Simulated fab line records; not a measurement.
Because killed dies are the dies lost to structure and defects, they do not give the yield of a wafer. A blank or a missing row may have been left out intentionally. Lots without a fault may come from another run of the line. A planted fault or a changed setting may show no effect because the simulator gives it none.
fab line records :: flow n5_finfet :: part 2 of 2: steps 24 to 33 of 33
record
  lots=5
  wafers=15
  last_day=19
route steps=1938 shown WELL_APT@47 PMOS_HMC_CHANNEL_EPI@57
lots that met no fault: taken from a fault-free run of the same line
start_h: the number of hours between the record's first day and the start of the first shown wafer of the lot :: wait_h: hours elapsed since this lot's preceding step :: " unchanged from the row above :: L1.1+2: a row that stands for several wafers :: - either no value or no given start :: * or withheld: withheld :: < > ~ a bound
route shown NAME@n: a module of which the file shows steps, and the number in the route of the first :: usual: mean and standard deviation over wafers with no fault :: same: alike in all rows :: chamber/n: place in a boat :: sites: the reading at each site :: _std_site: the values' standard deviation :: _edge_site: the outer-site mean with the inner-site mean subtracted :: radius_mm: how far each site lies from the wafer's centre :: mask NAME#n: copy n :: behind: the last tool/chamber to shape the wafer :: hold: why the lot was held/for how many hours/how that ended :: device: the n, p or np transistor that did not switch :: end of line: the route-end tests of the same wafers :: step lacking rows: just its recipe :: killed: the dies lost at the first sort to structure and to defects; this is not the yield of the wafer :: map: the dies of a wafer, with x for killed, . for not killed, _ for no die there
set.NAME: setting as actually run; set.NAME@STEP: the setting as run at that earlier step :: model.NAME: the simulator's own value behind a step, which no gauge read
lots seen at some steps along the route; tables by step, rows by wafer
services: the hour from which a tool's chamber was out of use, counted from the record's first day as start_h (under 0 if before that day), plus the number of hours and why
## steps
# step N5_PMOS_HMC_CHANNEL_EPI_HM_OPEN_15
# recipe
  chemistry=CHF3/O2
  target=SiO2
  mask_material=CAR-ArF-block
  target_depth_a=406
  CHF3_flow_sccm=50
  O2_flow_sccm=5
  Ar_flow_sccm=200
  time_s=20.3
  pressure_mtorr=30
  source_w=650
  bias_w=170
  ion_energy_ev=200
# usual
  CHF3_flow_sccm=50.00/0.15
  drypump_motor_current_A=5.5/0.57
  oes_product_au=0.81/0.077
  rf_vpp_V=526/6.8
  showerhead_plenum_p_Torr=2.41/0.07
  throttle_valve_pct=18.88/0.25
lot.wafer: L075.1
tool: rie_diel-01
chamber: 2
start_h: 23.49
wait_h: 0.0
CHF3_flow_sccm: 50.01
drypump_motor_current_A: 5.9
oes_product_au: 0.85
rf_hours_counter_h: 46
rf_vpp_V: 532
showerhead_plenum_p_Torr: 2.55
throttle_valve_pct: 18.85

lot.wafer: L075.3
tool: rie_diel-01
chamber: 1
start_h: 23.49
wait_h: 0.0
CHF3_flow_sccm: 50.15
drypump_motor_current_A: 5.8
oes_product_au: 0.76
rf_hours_counter_h: 143
rf_vpp_V: 523
showerhead_plenum_p_Torr: 2.33
throttle_valve_pct: 18.99

lot.wafer: L075.6
tool: rie_diel-01
chamber: 0
start_h: 23.49
wait_h: 0.0
CHF3_flow_sccm: 49.97
drypump_motor_current_A: 6.1
oes_product_au: 0.75
rf_hours_counter_h: -
rf_vpp_V: 535
showerhead_plenum_p_Torr: 2.41
throttle_valve_pct: 18.96

lot.wafer: L079.2
tool: rie_diel-03
chamber: 0
start_h: 47.32
wait_h: 0.0
CHF3_flow_sccm: 49.83
drypump_motor_current_A: 5.5
oes_product_au: 0.72
rf_hours_counter_h: 235
rf_vpp_V: 535
showerhead_plenum_p_Torr: 2.46
throttle_valve_pct: 19.10

lot.wafer: L079.3
tool: rie_diel-03
chamber: 1
start_h: 47.32
wait_h: 0.0
CHF3_flow_sccm: 50.06
drypump_motor_current_A: 5.0
oes_product_au: 0.87
rf_hours_counter_h: 55
rf_vpp_V: 531
showerhead_plenum_p_Torr: 2.34
throttle_valve_pct: 19.03

lot.wafer: L079.6
tool: rie_diel-03
chamber: 2
start_h: 47.32
wait_h: 0.0
CHF3_flow_sccm: 50.07
drypump_motor_current_A: 5.1
oes_product_au: 0.86
rf_hours_counter_h: -
rf_vpp_V: 518
showerhead_plenum_p_Torr: 2.45
throttle_valve_pct: 18.78

lot.wafer: L084.2
tool: rie_diel-06
chamber: 3
start_h: 77.29
wait_h: 0.0
CHF3_flow_sccm: 49.96
drypump_motor_current_A: 6.0
oes_product_au: 0.78
rf_hours_counter_h: 117
rf_vpp_V: 531
showerhead_plenum_p_Torr: 2.42
throttle_valve_pct: 18.72

lot.wafer: L084.3
tool: rie_diel-06
chamber: 2
start_h: 77.29
wait_h: 0.0
CHF3_flow_sccm: 49.81
drypump_motor_current_A: 5.9
oes_product_au: 0.78
rf_hours_counter_h: 125
rf_vpp_V: 533
showerhead_plenum_p_Torr: 2.54
throttle_valve_pct: 18.91

lot.wafer: L084.6
tool: rie_diel-06
chamber: 3
start_h: 77.29
wait_h: 0.0
CHF3_flow_sccm: 49.92
drypump_motor_current_A: 6.0
oes_product_au: 0.78
rf_hours_counter_h: -
rf_vpp_V: 531
showerhead_plenum_p_Torr: 2.42
throttle_valve_pct: 18.71

lot.wafer: L096.1
tool: rie_diel-01
chamber: 3
start_h: 149.37
wait_h: 0.0
CHF3_flow_sccm: 50.15
drypump_motor_current_A: 6.2
oes_product_au: 0.90
rf_hours_counter_h: 30
rf_vpp_V: 528
showerhead_plenum_p_Torr: 2.35
throttle_valve_pct: 18.46

lot.wafer: L096.4
tool: rie_diel-01
chamber: 1
start_h: 149.37
wait_h: 0.0
CHF3_flow_sccm: 49.86
drypump_motor_current_A: 5.8
oes_product_au: 0.73
rf_hours_counter_h: 180
rf_vpp_V: 524
showerhead_plenum_p_Torr: 2.31
throttle_valve_pct: 19.06

lot.wafer: L096.5
tool: rie_diel-01
chamber: 3
start_h: 149.37
wait_h: 0.0
CHF3_flow_sccm: 50.16
drypump_motor_current_A: 6.3
oes_product_au: 0.89
rf_hours_counter_h: -
rf_vpp_V: 527
showerhead_plenum_p_Torr: 2.35
throttle_valve_pct: 18.47

lot.wafer: L097.1
tool: rie_diel-03
chamber: 0
start_h: 155.94
wait_h: 0.0
CHF3_flow_sccm: 50.15
drypump_motor_current_A: 5.5
oes_product_au: 0.95
rf_hours_counter_h: 6
rf_vpp_V: 537
showerhead_plenum_p_Torr: 2.45
throttle_valve_pct: 18.69

lot.wafer: L097.2
tool: rie_diel-03
chamber: 3
start_h: 155.94
wait_h: 0.0
CHF3_flow_sccm: 49.88
drypump_motor_current_A: 4.7
oes_product_au: 0.77
rf_hours_counter_h: 125
rf_vpp_V: 520
showerhead_plenum_p_Torr: 2.33
throttle_valve_pct: 18.95

lot.wafer: L097.6
tool: rie_diel-03
chamber: 1
start_h: 155.94
wait_h: 0.0
CHF3_flow_sccm: 50.03
drypump_motor_current_A: 5.0
oes_product_au: 0.83
rf_hours_counter_h: -
rf_vpp_V: 530
showerhead_plenum_p_Torr: 2.33
throttle_valve_pct: 19.10
# step N5_PMOS_HMC_CHANNEL_EPI_STRIP_33
# recipe
  chemistry=N2/H2
  power_w=500
  temp_c=40
  pressure_mtorr=50
  rf_frequency_hz=6e+07
  overash_fraction=0.3
  bias_power_w=8
  h2_frac=0.5
  n2_flow_sccm=300
  h2_flow_sccm=300
# usual
  drypump_motor_current_A=5.5/0.57
  oes_product_au=0.81/0.077
  rf_vpp_V=54.0/1.8
  showerhead_plenum_p_Torr=3.37/0.097
  throttle_valve_pct=19.0/0.37
lot.wafer: L075.1
tool: rie_diel-01
chamber: 2
start_h: 23.54
wait_h: 0.0
drypump_motor_current_A: 5.9
oes_product_au: 0.85
rf_hours_counter_h: 46
rf_vpp_V: 53.7
showerhead_plenum_p_Torr: 3.54
throttle_valve_pct: 18.5

lot.wafer: L075.3
tool: rie_diel-01
chamber: 1
start_h: 23.54
wait_h: 0.0
drypump_motor_current_A: 5.8
oes_product_au: 0.76
rf_hours_counter_h: 143
rf_vpp_V: 54.7
showerhead_plenum_p_Torr: 3.24
throttle_valve_pct: 19.0

lot.wafer: L075.6
tool: rie_diel-01
chamber: 0
start_h: 23.54
wait_h: 0.0
drypump_motor_current_A: 6.1
oes_product_au: 0.74
rf_hours_counter_h: -
rf_vpp_V: 53.9
showerhead_plenum_p_Torr: 3.38
throttle_valve_pct: 18.9

lot.wafer: L079.2
tool: rie_diel-03
chamber: 0
start_h: 47.38
wait_h: 0.0
drypump_motor_current_A: 5.5
oes_product_au: 0.73
rf_hours_counter_h: 235
rf_vpp_V: 55.6
showerhead_plenum_p_Torr: 3.46
throttle_valve_pct: 19.0

lot.wafer: L079.3
tool: rie_diel-03
chamber: 1
start_h: 47.38
wait_h: 0.0
drypump_motor_current_A: 5.0
oes_product_au: 0.89
rf_hours_counter_h: 55
rf_vpp_V: 51.8
showerhead_plenum_p_Torr: 3.28
throttle_valve_pct: 19.0

lot.wafer: L079.6
tool: rie_diel-03
chamber: 2
start_h: 47.38
wait_h: 0.0
drypump_motor_current_A: 5.1
oes_product_au: 0.84
rf_hours_counter_h: -
rf_vpp_V: 51.6
showerhead_plenum_p_Torr: 3.43
throttle_valve_pct: 18.9

lot.wafer: L084.2
tool: rie_diel-06
chamber: 3
start_h: 77.34
wait_h: 0.0
drypump_motor_current_A: 6.0
oes_product_au: 0.79
rf_hours_counter_h: 117
rf_vpp_V: 52.8
showerhead_plenum_p_Torr: 3.36
throttle_valve_pct: 18.6

lot.wafer: L084.3
tool: rie_diel-06
chamber: 2
start_h: 77.34
wait_h: 0.0
drypump_motor_current_A: 6.0
oes_product_au: 0.78
rf_hours_counter_h: 125
rf_vpp_V: 51.6
showerhead_plenum_p_Torr: 3.51
throttle_valve_pct: 19.0

lot.wafer: L084.6
tool: rie_diel-06
chamber: 3
start_h: 77.34
wait_h: 0.0
drypump_motor_current_A: 6.0
oes_product_au: 0.78
rf_hours_counter_h: -
rf_vpp_V: 52.8
showerhead_plenum_p_Torr: 3.36
throttle_valve_pct: 18.6

lot.wafer: L096.1
tool: rie_diel-01
chamber: 3
start_h: 149.42
wait_h: 0.0
drypump_motor_current_A: 6.2
oes_product_au: 0.88
rf_hours_counter_h: 30
rf_vpp_V: 54.1
showerhead_plenum_p_Torr: 3.27
throttle_valve_pct: 18.3

lot.wafer: L096.4
tool: rie_diel-01
chamber: 1
start_h: 149.42
wait_h: 0.0
drypump_motor_current_A: 5.8
oes_product_au: 0.72
rf_hours_counter_h: 180
rf_vpp_V: 52.8
showerhead_plenum_p_Torr: 3.22
throttle_valve_pct: 19.0

lot.wafer: L096.5
tool: rie_diel-01
chamber: 3
start_h: 149.42
wait_h: 0.0
drypump_motor_current_A: 6.3
oes_product_au: 0.89
rf_hours_counter_h: -
rf_vpp_V: 56.9
showerhead_plenum_p_Torr: 3.27
throttle_valve_pct: 18.3

lot.wafer: L097.1
tool: rie_diel-03
chamber: 0
start_h: 155.99
wait_h: 0.0
drypump_motor_current_A: 5.5
oes_product_au: 0.94
rf_hours_counter_h: 6
rf_vpp_V: 52.5
showerhead_plenum_p_Torr: 3.45
throttle_valve_pct: 18.6

lot.wafer: L097.2
tool: rie_diel-03
chamber: 3
start_h: 155.99
wait_h: 0.0
drypump_motor_current_A: 4.7
oes_product_au: 0.76
rf_hours_counter_h: 125
rf_vpp_V: 57.0
showerhead_plenum_p_Torr: 3.24
throttle_valve_pct: 19.5

lot.wafer: L097.6
tool: rie_diel-03
chamber: 1
start_h: 155.99
wait_h: 0.0
drypump_motor_current_A: 5.0
oes_product_au: 0.82
rf_hours_counter_h: -
rf_vpp_V: 55.5
showerhead_plenum_p_Torr: 3.26
throttle_valve_pct: 19.0
# step N5_PMOS_HMC_CHANNEL_EPI_STRIP_17
# recipe
  chemistry=SPM
  time_s=750
  temp_c=130
  h2so4_h2o2_vol_ratio=4
  dry=ipa_marangoni
lot.wafer: L075.1+3+6
tool: wet_bench-03
chamber: 2,0,3
start_h: 23.61
wait_h: -

lot.wafer: L079.2+3+6
tool: wet_bench-04
chamber: 4,3,2
start_h: 47.45
wait_h: -

lot.wafer: L084.2+3+6
tool: wet_bench-01
chamber: 4,2,0
start_h: 77.42
wait_h: -

lot.wafer: L096.1+4+5
tool: wet_bench-03
chamber: 2,4,0
start_h: 149.49
wait_h: -

lot.wafer: L097.1+2+6
tool: wet_bench-03
chamber: 0,1,2
start_h: 156.06
wait_h: -
# step N5_PMOS_HMC_CHANNEL_EPI_ETCH_38
# recipe
  chemistry=CF4
  target=SiO2
  target_depth_a=15
  ion_energy_ev=350
  pressure_mtorr=10
  icp_w=800
  bias_w=400
  cf4_flow_sccm=80
# usual
  drypump_motor_current_A=6.0/0.51
  oes_product_au=1.001/0.022
  throttle_valve_pct=21.86/0.26
lot.wafer: L075.1
tool: rie_si-03
chamber: 1
start_h: 23.84
wait_h: 0.0
drypump_motor_current_A: 6.5
oes_product_au: 0.974
rf_hours_counter_h: 69
throttle_valve_pct: 22.03

lot.wafer: L075.3
tool: rie_si-03
chamber: 0
start_h: 23.84
wait_h: 0.0
drypump_motor_current_A: 5.1
oes_product_au: 0.965
rf_hours_counter_h: 2
throttle_valve_pct: 21.79

lot.wafer: L075.6
tool: rie_si-03
chamber: 2
start_h: 23.84
wait_h: 0.0
drypump_motor_current_A: 5.7
oes_product_au: 1.022
rf_hours_counter_h: -
throttle_valve_pct: 21.43

lot.wafer: L079.2
tool: rie_si-04
chamber: 1
start_h: 47.71
wait_h: 0.0
drypump_motor_current_A: 5.9
oes_product_au: 1.017
rf_hours_counter_h: 7
throttle_valve_pct: 21.81

lot.wafer: L079.3
tool: rie_si-04
chamber: 0
start_h: 47.71
wait_h: 0.0
drypump_motor_current_A: 6.2
oes_product_au: 1.044
rf_hours_counter_h: 39
throttle_valve_pct: 22.05

lot.wafer: L079.6
tool: rie_si-04
chamber: 0
start_h: 47.71
wait_h: 0.0
drypump_motor_current_A: 6.2
oes_product_au: 1.030
rf_hours_counter_h: -
throttle_valve_pct: 22.03

lot.wafer: L084.2
tool: rie_si-01
chamber: 0
start_h: 77.66
wait_h: 0.0
drypump_motor_current_A: 6.5
oes_product_au: 0.971
rf_hours_counter_h: 195
throttle_valve_pct: 21.73

lot.wafer: L084.3
tool: rie_si-01
chamber: 2
start_h: 77.66
wait_h: 0.0
drypump_motor_current_A: 6.3
oes_product_au: 0.986
rf_hours_counter_h: 45
throttle_valve_pct: 22.13

lot.wafer: L084.6
tool: rie_si-01
chamber: 3
start_h: 77.66
wait_h: 0.0
drypump_motor_current_A: 5.7
oes_product_au: 0.990
rf_hours_counter_h: -
throttle_valve_pct: 21.74

lot.wafer: L096.1
tool: rie_si-04
chamber: 1
start_h: 149.72
wait_h: 0.0
drypump_motor_current_A: 5.9
oes_product_au: 1.022
rf_hours_counter_h: 9
throttle_valve_pct: 21.82

lot.wafer: L096.4
tool: rie_si-04
chamber: 0
start_h: 149.72
wait_h: 0.0
drypump_motor_current_A: 6.2
oes_product_au: 1.033
rf_hours_counter_h: 40
throttle_valve_pct: 22.05

lot.wafer: L096.5
tool: rie_si-04
chamber: 0
start_h: 149.72
wait_h: 0.0
drypump_motor_current_A: 6.2
oes_product_au: 1.028
rf_hours_counter_h: -
throttle_valve_pct: 22.04

lot.wafer: L097.1
tool: rie_si-04
chamber: 1
start_h: 156.30
wait_h: 0.0
drypump_motor_current_A: 6.0
oes_product_au: 1.024
rf_hours_counter_h: 9
throttle_valve_pct: 21.80

lot.wafer: L097.2
tool: rie_si-04
chamber: 2
start_h: 156.30
wait_h: 0.0
drypump_motor_current_A: 6.4
oes_product_au: 1.030
rf_hours_counter_h: 2
throttle_valve_pct: 21.79

lot.wafer: L097.6
tool: rie_si-04
chamber: 3
start_h: 156.30
wait_h: 0.0
drypump_motor_current_A: 6.0
oes_product_au: 1.008
rf_hours_counter_h: -
throttle_valve_pct: 21.82
# step N5_PMOS_HMC_CHANNEL_EPI_FIN_RECESS_16
# recipe
  chemistry=HBr/Cl2
  target=Si
  mask_material=SiO2
  target_depth_a=540
  time_s=18
  pressure_mtorr=10
  icp_w=800
  bias_w=75
  HBr_flow_sccm=150
  Cl2_flow_sccm=80
# usual
  drypump_motor_current_A=6.0/0.51
  oes_product_au=1.000/0.018
  throttle_valve_pct=35.48/0.3
lot.wafer: L075.1
tool: rie_si-03
chamber: 1
start_h: 23.86
wait_h: 0.0
drypump_motor_current_A: 6.6
oes_product_au: 0.996
rf_hours_counter_h: 69
throttle_valve_pct: 35.59

lot.wafer: L075.3
tool: rie_si-03
chamber: 0
start_h: 23.86
wait_h: 0.0
drypump_motor_current_A: 5.1
oes_product_au: 0.962
rf_hours_counter_h: 2
throttle_valve_pct: 35.32

lot.wafer: L075.6
tool: rie_si-03
chamber: 2
start_h: 23.86
wait_h: 0.0
drypump_motor_current_A: 5.7
oes_product_au: 1.007
rf_hours_counter_h: -
throttle_valve_pct: 35.16

lot.wafer: L079.2
tool: rie_si-04
chamber: 1
start_h: 47.73
wait_h: 0.0
drypump_motor_current_A: 5.9
oes_product_au: 1.018
rf_hours_counter_h: 7
throttle_valve_pct: 35.80

lot.wafer: L079.3
tool: rie_si-04
chamber: 0
start_h: 47.73
wait_h: 0.0
drypump_motor_current_A: 6.2
oes_product_au: 1.038
rf_hours_counter_h: 39
throttle_valve_pct: 35.74

lot.wafer: L079.6
tool: rie_si-04
chamber: 0
start_h: 47.73
wait_h: 0.0
drypump_motor_current_A: 6.2
oes_product_au: 1.035
rf_hours_counter_h: -
throttle_valve_pct: 35.74

lot.wafer: L084.2
tool: rie_si-01
chamber: 0
start_h: 77.68
wait_h: 0.0
drypump_motor_current_A: 6.5
oes_product_au: 0.983
rf_hours_counter_h: 195
throttle_valve_pct: 35.61

lot.wafer: L084.3
tool: rie_si-01
chamber: 2
start_h: 77.68
wait_h: 0.0
drypump_motor_current_A: 6.3
oes_product_au: 0.981
rf_hours_counter_h: 45
throttle_valve_pct: 35.58

lot.wafer: L084.6
tool: rie_si-01
chamber: 3
start_h: 77.68
wait_h: 0.0
drypump_motor_current_A: 5.7
oes_product_au: 0.987
rf_hours_counter_h: -
throttle_valve_pct: 35.67

lot.wafer: L096.1
tool: rie_si-04
chamber: 1
start_h: 149.74
wait_h: 0.0
drypump_motor_current_A: 5.9
oes_product_au: 1.015
rf_hours_counter_h: 9
throttle_valve_pct: 35.79

lot.wafer: L096.4
tool: rie_si-04
chamber: 0
start_h: 149.74
wait_h: 0.0
drypump_motor_current_A: 6.2
oes_product_au: 1.022
rf_hours_counter_h: 40
throttle_valve_pct: 35.77

lot.wafer: L096.5
tool: rie_si-04
chamber: 0
start_h: 149.74
wait_h: 0.0
drypump_motor_current_A: 6.2
oes_product_au: 1.030
rf_hours_counter_h: -
throttle_valve_pct: 35.77

lot.wafer: L097.1
tool: rie_si-04
chamber: 1
start_h: 156.32
wait_h: 0.0
drypump_motor_current_A: 6.0
oes_product_au: 1.028
rf_hours_counter_h: 9
throttle_valve_pct: 35.77

lot.wafer: L097.2
tool: rie_si-04
chamber: 2
start_h: 156.32
wait_h: 0.0
drypump_motor_current_A: 6.4
oes_product_au: 1.030
rf_hours_counter_h: 2
throttle_valve_pct: 35.20

lot.wafer: L097.6
tool: rie_si-04
chamber: 3
start_h: 156.32
wait_h: 0.0
drypump_motor_current_A: 6.0
oes_product_au: 1.017
rf_hours_counter_h: -
throttle_valve_pct: 35.13
# step N5_PMOS_HMC_CHANNEL_EPI_PRECLEAN_36
# recipe
  chemistry=O3/DIW
  time_s=45
  temp_c=22
  o3_ppm=10
lot.wafer: L075.1+3+6
tool: wet_bench-03
chamber: 3,1,2
start_h: 23.96
wait_h: 0.1

lot.wafer: L079.2+3+6
tool: wet_bench-03
chamber: 6,5,7
start_h: 47.82
wait_h: 0.1

lot.wafer: L084.2+3+6
tool: wet_bench-04
chamber: 0,1,5
start_h: 77.78
wait_h: 0.1

lot.wafer: L096.1+4+5
tool: wet_bench-04
chamber: 3,2,1
start_h: 149.84
wait_h: 0.1

lot.wafer: L097.1+2+6
tool: wet_bench-04
chamber: 7,0,4
start_h: 156.41
wait_h: 0.1
# step N5_PMOS_HMC_CHANNEL_EPI_PRECLEAN_18
# recipe
  chemistry=DHF
  time_s=30
  temp_c=25
  dilution=withheld
lot.wafer: L075.1+3+6
tool: wet_bench-03
chamber: 3,1,2
start_h: 23.98
wait_h: 0.0

lot.wafer: L079.2+3+6
tool: wet_bench-03
chamber: 6,5,7
start_h: 47.84
wait_h: 0.0

lot.wafer: L084.2+3+6
tool: wet_bench-04
chamber: 0,1,5
start_h: 77.79
wait_h: 0.0

lot.wafer: L096.1+4+5
tool: wet_bench-04
chamber: 3,2,1
start_h: 149.86
wait_h: 0.0

lot.wafer: L097.1+2+6
tool: wet_bench-04
chamber: 7,0,4
start_h: 156.43
wait_h: 0.0
# step N5_PMOS_HMC_CHANNEL_EPI_SRD_19
# recipe
  dry=ipa_marangoni
  do_ppb=5
  time_s=30
  temp_c=23
  rinse_liquid=diw
lot.wafer: L075.1+3+6
tool: wet_bench-03
chamber: 3,1,2
start_h: 23.99
wait_h: 0.0

lot.wafer: L079.2+3+6
tool: wet_bench-03
chamber: 6,5,7
start_h: 47.85
wait_h: 0.0

lot.wafer: L084.2+3+6
tool: wet_bench-04
chamber: 0,1,5
start_h: 77.80
wait_h: 0.0

lot.wafer: L096.1+4+5
tool: wet_bench-04
chamber: 3,2,1
start_h: 149.87
wait_h: 0.0

lot.wafer: L097.1+2+6
tool: wet_bench-04
chamber: 7,0,4
start_h: 156.44
wait_h: 0.0
# step N5_PMOS_HMC_CHANNEL_EPI_EPI_20
# recipe
  material=SiGe30
  mask_material=SiO2
  pressure_torr=20
  target_thk_a=590
  temp_c=600
lot.wafer: L075.1+3+6
tool: epi_rpcvd-03
chamber: 0
start_h: 24.04
wait_h: 0.0

lot.wafer: L079.2+3+6
tool: epi_rpcvd-02
chamber: 0
start_h: 48.10
wait_h: 0.2

lot.wafer: L084.2+3+6
tool: epi_rpcvd-01
chamber: 0
start_h: 78.12
wait_h: 0.3

lot.wafer: L096.1+4+5
tool: epi_rpcvd-01
chamber: 0
start_h: 149.92
wait_h: 0.0

lot.wafer: L097.1+2+6
tool: epi_rpcvd-03
chamber: 0
start_h: 156.49
wait_h: 0.0
# step N5_PMOS_HMC_CHANNEL_EPI_HM_STRIP_35
# recipe
  chemistry=dHF
  temp_c=25
  material=SiO2
  target=SiO2
  target_depth_a=396
  time_s=216
lot.wafer: L075.1+3+6
tool: wet_bench-04
chamber: 4,6,5
start_h: 25.27
wait_h: 1.0

lot.wafer: L079.2+3+6
tool: wet_bench-01
chamber: 7,5,3
start_h: 49.13
wait_h: 0.8

lot.wafer: L084.2+3+6
tool: wet_bench-04
chamber: 3,6,0
start_h: 79.48
wait_h: 1.1

lot.wafer: L096.1+4+5
tool: wet_bench-03
chamber: 5,6,7
start_h: 152.08
wait_h: 1.8

lot.wafer: L097.1+2+6
tool: wet_bench-01
chamber: 4,3,6
start_h: 157.72
wait_h: 1.0
## services
tool: rie_diel-03
chamber: 1
start_h: -2.29
hours: 21.7
kind: repair

tool: implanter-01
chamber: -
start_h: 4.95
hours: 1.5
kind: repair

tool: arfi_scanner-01
chamber: -
start_h: 7.81
hours: 1.3
kind: pm

tool: rie_diel-06
chamber: 1
start_h: 14.28
hours: 8.9
kind: repair

tool: rie_diel-06
chamber: 3
start_h: 14.45
hours: 3.5
kind: repair

tool: wet_bench-01
chamber: -
start_h: 14.63
hours: 2.7
kind: repair

tool: rie_diel-01
chamber: 3
start_h: 17.57
hours: 4.4
kind: repair

tool: rie_si-04
chamber: -
start_h: 18.71
hours: 14.6
kind: pm

tool: implanter-02
chamber: -
start_h: 18.84
hours: 6.5
kind: repair

tool: rie_diel-03
chamber: 2
start_h: 21.29
hours: 4.4
kind: repair

tool: rie_diel-06
chamber: 2
start_h: 27.40
hours: 9.0
kind: repair

tool: wet_bench-05
chamber: -
start_h: 53.18
hours: 1.4
kind: repair

tool: rie_diel-03
chamber: 3
start_h: 59.26
hours: 6.7
kind: repair

tool: implanter-02
chamber: -
start_h: 78.44
hours: 4.1
kind: repair

tool: wet_bench-01
chamber: -
start_h: 84.00
hours: 1.5
kind: repair

tool: epi_rpcvd-03
chamber: -
start_h: 89.40
hours: 0.4
kind: repair

tool: implanter-01
chamber: -
start_h: 89.63
hours: 10.3
kind: repair

tool: rie_diel-01
chamber: 0
start_h: 99.20
hours: 8.2
kind: repair

tool: rie_diel-01
chamber: 1
start_h: 103.86
hours: 16.6
kind: repair

tool: implanter-02
chamber: -
start_h: 108.62
hours: 3.7
kind: pm

tool: implanter-02
chamber: -
start_h: 120.52
hours: 3.8
kind: pm

tool: wet_bench-06
chamber: -
start_h: 132.10
hours: 3.9
kind: repair

tool: rie_diel-03
chamber: -
start_h: 143.10
hours: 1.2
kind: repair

tool: rie_diel-06
chamber: 1
start_h: 151.90
hours: 8.1
kind: repair
